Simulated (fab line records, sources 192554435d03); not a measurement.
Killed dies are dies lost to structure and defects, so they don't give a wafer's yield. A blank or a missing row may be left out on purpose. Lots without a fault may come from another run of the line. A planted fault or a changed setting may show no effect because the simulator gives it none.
Split-lot experiment | flow n5_finfet | 7 lots, 21 wafers read, on a route of 1938 steps

THE SPLIT
At N5_FIN_SAQP_PECVD_48 (deposits SiNx from SiH4/NH3/N2, target thk 25 nm, time 22.1 s), the setting time_s was moved away from the recipe's 22.1 s on 10 of the 21 wafers read, by -4.4% to +15.0%. The other wafers ran this setting at the recipe's value.

FROM THE SPLIT TO THE READING: what the file shows between them, 2 steps
- N5_FIN_SAQP_DEVELOP_15: develop time 30 s (also split here: develop_time_s)
- N5_FIN_SAQP_MANDREL1_REMOVE_56: chemistry HBr/Cl2/O2, target a-Si, stops on SiNx, bt time 10 s

THE READING
etch.depth_nm (the simulator's own value, which no gauge read), in nm, at N5_FIN_SAQP_ETCH_57 (etches SiNx in CH3F/O2, target depth 32.5 nm, time 46.4 s). The file gives no usual value for it. The 11 wafers here that ran the recipe average 24.89 nm, standard deviation 0.23 nm.

wafer  | tool, chamber at the split | time_s as run, s | against the recipe | etch.depth_nm, nm | against lot-mates on the recipe
L074.1 | pecvd-04, 0                | 22.1             | recipe             | 24.79             | -
L074.2 | pecvd-04, 1                | 23.88            | +8.1%              | 26.72             | +1.93
L074.5 | pecvd-04, 0                | 23.88            | +8.1%              | 27.43             | +2.64
L076.3 | pecvd-04, 0                | 22.1             | recipe             | 25.03             | -
L076.4 | pecvd-04, 1                | 25.01            | +13.2%             | 28.39             | +3.43
L076.6 | pecvd-04, 0                | 22.1             | recipe             | 24.89             | -
L077.4 | pecvd-03, 1                | 25.41            | +15.0%             | 28.83             | +3.67
L077.5 | pecvd-03, 2                | 22.1             | recipe             | 25.16             | -
L077.6 | pecvd-03, 0                | 25.41            | +15.0%             | 28.74             | +3.58
L078.2 | pecvd-02, 1                | 23.9             | +8.1%              | 26.57             | +1.69
L078.3 | pecvd-02, 2                | 22.1             | recipe             | 24.88             | -
L078.6 | pecvd-02, 1                | 23.9             | +8.1%              | 27.6              | +2.72
L086.1 | pecvd-04, 2                | 22.1             | recipe             | 24.75             | -
L086.2 | pecvd-04, 0                | 24.37            | +10.3%             | 26.99             | +2.24
L086.3 | pecvd-04, 1                | 24.37            | +10.3%             | 27.58             | +2.83
L087.2 | pecvd-03, 1                | 22.1             | recipe             | 24.82             | -
L087.5 | pecvd-03, 1                | 21.12            | -4.4%              | 24.37             | -0.72
L087.6 | pecvd-03, 2                | 22.1             | recipe             | 25.37             | -
L091.2 | pecvd-04, 2                | 22.1             | recipe             | 24.42             | -
L091.3 | pecvd-04, 2                | 22.1             | recipe             | 24.78             | -
L091.4 | pecvd-04, 1                | 22.1             | recipe             | 24.94             | -

THE FIT
A straight line over all 21 wafers: etch.depth_nm changes by +0.25 nm for each +1% of time_s; r = +0.98; the points scatter about the line by 0.33 nm.
The same after taking each lot's own level away (the mean of its wafers on the recipe; 21 wafers): +0.247 nm for each +1%; r = +0.98; scatter 0.29 nm.
On that fit, the largest move of time_s shifts the reading by 3.7 nm.
The lots' own levels span 24.713 to 25.160 nm, that is 1.9 times the standard deviation above.
So the lot-to-lot level changes the slope little: the two slopes agree.
Check: with one of the wafers moved furthest among these (+15.0%) left out of the fit, the line predicts +3.8 nm for it against its lot-mates. It came out at +3.67 nm against them.

OTHER SPLITS ON THESE WAFERS
These wafers also went through other splits before the reading. Each is held against what the fit with the lots' levels taken away leaves over:
other split on the same wafers        | wafers away from the commonest value | r with etch.depth_nm (lot level and that fit taken away)
N5_WELL_APT_COAT_02 spin_rpm          | 7                                    | +0.05
N5_WELL_APT_PEB_23 peb_temp_c         | 4                                    | -0.11
N5_WELL_APT_DEVELOP_24 develop_time_s | 10                                   | +0.01
N5_FIN_SAQP_DEVELOP_15 develop_time_s | 8                                    | -0.20

THE WHOLE CHAIN: every reading that the file lists as answering this split, in the file's order
step                 | what it does                                                  | reading                                                                           | change (the file's fit)               | r (the file's)
N5_FIN_SAQP_PECVD_48 | deposits SiNx from SiH4/NH3/N2, target thk 25 nm, time 22.1 s | SiNx_of_FIN_SAQP_PECVD_48.thk_nm (the simulator's own value, which no gauge read) | +0.254 nm for each +1% of the setting | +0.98
N5_FIN_SAQP_ETCH_57  | etches SiNx in CH3F/O2, target depth 32.5 nm, time 46.4 s     | etch_rf_on_time_s                                                                 | withheld for each +1% of the setting  | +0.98
N5_FIN_SAQP_ETCH_57  | etches SiNx in CH3F/O2, target depth 32.5 nm, time 46.4 s     | etch.depth_nm (the simulator's own value, which no gauge read)                    | +0.252 nm for each +1% of the setting | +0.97

THE FILE'S OWN FIT
etch.depth_nm changes by +0.252 nm for each +1% of time_s, r = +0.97.
